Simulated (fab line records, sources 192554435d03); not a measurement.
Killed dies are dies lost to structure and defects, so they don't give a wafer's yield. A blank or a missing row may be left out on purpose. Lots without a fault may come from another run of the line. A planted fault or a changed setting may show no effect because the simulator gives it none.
Chamber matching | flow n5_finfet | N5_SDB_ALD_29 on ald_sin-02: 4 sister chambers
The step deposits SiNx, target thk 30 nm, pulse time 1 s, ald cycles 600. 4 wafers are shown with their chamber, then 7 later ones without.

WAFERS WITH THEIR CHAMBER
wafer  | chamber | heater_power_outer_w (W)
L080.2 | 3       | 517
L084.3 | 2       | 498
L088.1 | 1       | 476
L088.3 | 0       | 471

WAFERS WITHOUT THEIR CHAMBER
wafer  | heater_power_outer_w (W)
L088.4 | 516
L092.1 | 524
L092.4 | 499
L092.6 | 496
L093.1 | 492
L093.2 | 451
L093.6 | 510

WHICH CHAMBER EACH WENT THROUGH
wafer  | from the rows above          | in truth
L088.4 | can't be placed: 3 or 2      | 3
L092.1 | 3                            | 3
L092.4 | can't be placed: 2 or 3      | 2
L092.6 | 2                            | 2
L093.1 | can't be placed: 2 or 1 or 0 | 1
L093.2 | can't be placed: 0 or 1      | 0
L093.6 | can't be placed: 3 or 2      | 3
Placed correctly: 2 of 7. Can't be placed from these rows: 5 (the true chamber is among the candidates in 5). Placed wrongly: 0.
How it was worked out, from the rows above alone: a wafer's distance from a chamber is the root of the sum, over the readings, of the square of ((its reading less the chamber's mean) divided by the reading's scatter). The wafer belongs to the nearest chamber; if the next one is less than 2 further off, it can't be placed. A chamber's mean is the mean of its shown wafers. The scatter: with one shown wafer a chamber, the root of the mean of the squares of how far each hidden wafer lies from its nearest shown one.
